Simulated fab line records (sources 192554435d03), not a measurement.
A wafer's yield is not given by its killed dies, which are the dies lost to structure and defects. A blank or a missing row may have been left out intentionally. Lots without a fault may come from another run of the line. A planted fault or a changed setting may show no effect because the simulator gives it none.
Matching of chambers | flow n5_finfet | N5_BEOL_M12_ETCH_59 on rie_diel-02: 3 sister chambers
The step etches BARC in N2/H2, target depth 89 nm, overetch 26.7 nm, time 67.9 s. 14 wafers are shown with their chamber, then 6 later ones without.

WAFERS PAIRED WITH THEIR CHAMBERS
wafer  | chamber | drypump_motor_current_A (A) | showerhead_plenum_p_Torr (Torr) | throttle_valve_pct (%)
L077.1 | 3       | 5.6                         | 2.59                            | 17.9
L077.2 | 0       | 5.9                         | 2.54                            | 18.2
L077.5 | 3       | 5.7                         | 2.59                            | 17.9
L079.1 | 1       | 6.3                         | 2.57                            | 17.9
L079.2 | 3       | 5.6                         | 2.59                            | 17.9
L079.4 | 0       | 5.9                         | 2.54                            | 18.2
L080.2 | 3       | 5.6                         | 2.59                            | 17.9
L080.3 | 1       | 6.3                         | 2.57                            | 17.9
L080.6 | 1       | 6.2                         | 2.57                            | 17.9
L083.3 | 1       | 6.3                         | 2.57                            | 17.9
L083.4 | 1       | 6.3                         | 2.57                            | 17.9
L083.5 | 0       | 5.9                         | 2.54                            | 18.3
L092.1 | 1       | 6.3                         | 2.56                            | 18.0
L092.2 | 0       | 5.9                         | 2.53                            | 18.3

SIGNATURES (averages over the wafers above)
reading                  | chamber 0 | chamber 1 | chamber 3 | scatter within a chamber
drypump_motor_current_A  | 5.900     | 6.283     | 5.625     | 0.0379
showerhead_plenum_p_Torr | 2.5375    | 2.5683    | 2.5900    | 0.00379
throttle_valve_pct       | 18.250    | 17.917    | 17.900    | 0.0408
Rule: distance of a wafer from a chamber = root of the sum over the readings of ((wafer's reading minus chamber's mean) / reading's scatter) squared. If the next closest chamber is less than 2 further off than the closest, the wafer can't be placed; otherwise it belongs to the closest. The scatter is the square root of a quotient: the sum, over the shown wafers, of each reading's squared deviation from its chamber's mean, divided by wafers minus chambers.

WAFERS MISSING THEIR CHAMBER
wafer  | drypump_motor_current_A (A) | showerhead_plenum_p_Torr (Torr) | throttle_valve_pct (%)
L094.4 | 5.6                         | 2.58                            | 17.5
L094.5 | 5.9                         | 2.53                            | 18.3
L094.6 | 5.6                         | 2.58                            | 17.5
L095.2 | 5.9                         | 2.52                            | 18.3
L095.3 | 6.3                         | 2.56                            | 18.0
L095.5 | 6.3                         | 2.56                            | 18.0

CHAMBER TAKEN BY EACH
wafer  | from the rows above | in truth
L094.4 | 3                   | 3
L094.5 | 0                   | 0
L094.6 | 3                   | 3
L095.2 | 0                   | 0
L095.3 | 1                   | 1
L095.5 | 1                   | 1
Correct placement for 6 of the 6. Left unplaced by these rows: 0. Number placed wrongly: 0.
